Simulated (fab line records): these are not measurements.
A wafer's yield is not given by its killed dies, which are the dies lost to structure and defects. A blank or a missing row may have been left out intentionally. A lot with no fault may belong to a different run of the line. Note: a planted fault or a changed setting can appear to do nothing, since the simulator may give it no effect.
A struck lot beside a sound one    flow n5Finfet    29 steps out of a route of 1938
Sound: the wafers L176.3, L176.4, L176.6. Wafers L184.1, L184.3 were the ones struck. Last of all comes the cause.
Order at every step that has rows: each side's tool, ch and its chambers, its first start. Under that, the readings that differ: sound wafers    struck wafers    difference of the means    sigmas: that difference in standard deviations of wafers without a fault.
alike: readings with means less than 2 such deviations apart, plus words and numbers identical on both sides. not compared: withheld readings, readings lacking a value on some wafer, bounds such as >300 that could conceal the same value, and numbers that have no deviation in the record and whose values overlap.
Wherever a step has rows on one side only, a row that says differs or no value, or a row with sigmas, the two part there. Numbers that have no deviation but don't overlap get no sigmas and don't part them. A reading that every wafer of one side lacks parts them only if that side has two wafers or more.

first, 6 steps without rows for these wafers: N5_DUMMY_GATE_COAT_09 (resist thk 30 nm); N5_DUMMY_GATE_EBR_11; N5_DUMMY_GATE_SOFTBAKE_10 (time 60 s); N5_DUMMY_GATE_EXPOSE_12 (exposes mask GATE, target cd 25 nm); N5_DUMMY_GATE_PEB_13 (peb time 60 s); N5_DUMMY_GATE_DEVELOP_14 (develop time 30 s).
N5_DUMMY_GATE_CD_MEAS_15: the cd target is 25.8 nm.
  sound on cdSem-02 ch 0, day 3 12:04; struck on cdSem-01 ch 0, day 5 09:55
  alike: cdNm
N5_DUMMY_GATE_OVL_MEAS_16:
  sound on overlay-02 ch 0, day 3 12:07; struck on overlay-02 ch 0, day 5 09:58
reading        sound           struck   difference  sigmas
GATE_OVL (nm)  -0.1 -0.9 -1.1  1.1 0.2  +1.4        +2
N5_DUMMY_GATE_INSPECT_17: inspects for defects (brightfield).
  sound on defectInspect-01, day 3 12:10; struck on defectInspect-02, day 5 10:01
reading         sound       struck   difference  sigmas
rawDefectCount  196 128 99  465 312  +248        +4
N5_DUMMY_GATE_DESCUM_20: chemistry O2, time 6.2 s.
  sound on rieDiel-02 ch 0,3, day 3 12:11; struck on rieDiel-02 ch 0,1, day 5 10:04
  alike: biasPowerW, drypumpMotorCurrentA, oesProductAu, rfVppV, showerheadPlenumPTorr, throttleValvePct
  not compared: rfHoursCounterH
then, 2 steps without rows for these wafers: N5_DUMMY_GATE_ETCH_29 (etches underlayer in N2/H2, target depth 13 nm); N5_DUMMY_GATE_ETCH_36 (etches SiARC in CF4, target depth 13 nm).
N5_DUMMY_GATE_ETCH_37: etches SOC in N2/H2, target depth 60 nm, overetch 30 nm.
  sound on rieDiel-02 ch 0,3, day 3 12:20; struck on rieDiel-02 ch 0,1, day 5 10:13
reading                                       sound    struck   difference  sigmas
model.SiARC_of_DUMMY_GATE_COAT_35.thkNm (nm)  5 5 5.4  1.8 2.4  -3.0        
  alike: drypumpMotorCurrentA, oesProductAu, rfVppV, showerheadPlenumPTorr, throttleValvePct
  not compared: rfHoursCounterH
then, 2 steps without rows for these wafers: N5_DUMMY_GATE_STRIP_38 (strips in N2/H2); N5_DUMMY_GATE_STRIP_39 (strips in N2/H2).
N5_DUMMY_GATE_TRIM_49: chemistry O2, time 29 s, target cd 14 nm.
  sound on rieSi-01 ch 2,3, day 3 12:25; struck on rieSi-01 ch 0,3, day 5 10:17
reading                     sound           struck     difference  sigmas
model.DUMMY_GATE.cdNm (nm)  14.8 13.8 13.8  12.4 13.2  -1.3        
  alike: drypumpMotorCurrentA, oesProductAu, throttleValvePct
  not compared: rfHoursCounterH
N5_DUMMY_GATE_STRIP_40: strips in CF4.
  sound on rieDiel-01 ch 0,2, day 3 12:31; struck on rieDiel-01 ch 0,2, day 5 10:23
  alike: biasPowerW, drypumpMotorCurrentA, oesProductAu, rfVppV, showerheadPlenumPTorr, throttleValvePct
  not compared: rfHoursCounterH
N5_DUMMY_GATE_CD_MEAS_50: the cd target is 14 nm.
  sound on cdSem-02, day 3 12:34; struck on cdSem-03, day 5 10:26
reading    sound           struck     difference  sigmas
cdNm (nm)  14.9 13.8 14.1  12.6 13.3  -1.3        -3
N5_DUMMY_GATE_ETCH_31: etches SiO2 in C4F6/O2, target depth 82.5 nm, time 27.5 s.
  sound on rieDiel-01 ch 0,1,2, day 3 12:37; struck on rieDiel-01 ch 2,3, day 5 10:29
  alike: drypumpMotorCurrentA, oesProductAu, rfVppV, showerheadPlenumPTorr, throttleValvePct
  not compared: rfHoursCounterH
then, 1 step without rows for these wafers: N5_DUMMY_GATE_STRIP_41 (strips in O2).
N5_DUMMY_GATE_HM_OPEN_21: chemistry CH3F/O2, target SiNx, target depth 120 nm, time 171.4 s.
  sound on rieDiel-01 ch 0,1,2, day 3 12:43; struck on rieDiel-01 ch 2,3, day 5 10:34
  alike: drypumpMotorCurrentA, oesProductAu, rfVppV, showerheadPlenumPTorr, throttleValvePct
  not compared: rfHoursCounterH
then, 1 step without rows for these wafers: N5_DUMMY_GATE_ETCH_32 (etches SiO2 in CF4, target depth 3.5 nm, time 3.9 s).
N5_DUMMY_GATE_ETCH_23: etches poly-Si in HBr/Cl2/O2, target depth 41 nm, time 22.3 s.
  sound on rieSi-05 ch 0,1, day 3 12:54; struck on rieSi-05 ch 0,1, day 5 10:46
  alike: drypumpMotorCurrentA, oesProductAu, throttleValvePct
  not compared: rfHoursCounterH
then, 1 step without rows for these wafers: N5_DUMMY_GATE_ETCH_44 (etches poly-Si in HBr/O2, stops on SiO2, target depth 127.5 nm).
N5_DUMMY_GATE_CD_MEAS_24: the cd target is 15 nm.
  sound on cdSem-03, day 3 13:04; struck on cdSem-02, day 5 10:56
reading    sound           struck     difference  sigmas
cdNm (nm)  16.2 15.3 15.3  13.6 14.2  -1.7        -3
N5_DUMMY_GATE_ETCH_42: etches SiO2 in CHF3/O2, target depth 3.5 nm, time 31 s.
  sound on rieDiel-01 ch 0,2,3, day 3 13:07; struck on rieDiel-01 ch 0,3, day 5 10:59
reading                     sound         struck     difference  sigmas
model.DUMMY_GATE.cdNm (nm)  16.2 15 15.2  13.6 14.4  -1.5        
  alike: drypumpMotorCurrentA, oesProductAu, rfVppV, showerheadPlenumPTorr, throttleValvePct
  not compared: rfHoursCounterH
then, 1 step without rows for these wafers: N5_DUMMY_GATE_STRIP_48 (strips in N2/H2, time 20 s).
-- the record jumps here: 5 days lie between the struck wafers' starts before and after (it left off in module DUMMY_GATE and takes up again in module BEOL_M4, whose first step shown is number 1111 of the route) --
N5_BEOL_M4_RC_MEAS_101:
  sound on prober-01 ch 0, day 8 08:17; struck on prober-02 ch 0, day 10 10:39
reading        sound           struck     difference  sigmas
SS_N (mV/dec)  69.7 71.6 71.5  73.3 72.3  +1.9        +3
  alike: DIBL_N, DIBL_P, IOFF_N, IOFF_P, ION_N, ION_P, SS_P, VT_N, VT_P
-- record jumps: 4 days separate the struck wafers' starts on either side; left off in module BEOL_M4, taken up again in module PASSIVATION, whose first shown step is the route's number 1936 --
N5_PASSIVATION_PROBE_49:
  only the struck wafers here have rows in the record (prober-02, day 14 07:43); the sound ones have none

WHERE THEY PART
First at N5_DUMMY_GATE_OVL_MEAS_16; last, within this record, at N5_PASSIVATION_PROBE_49.

WHY: whatever the simulator had introduced
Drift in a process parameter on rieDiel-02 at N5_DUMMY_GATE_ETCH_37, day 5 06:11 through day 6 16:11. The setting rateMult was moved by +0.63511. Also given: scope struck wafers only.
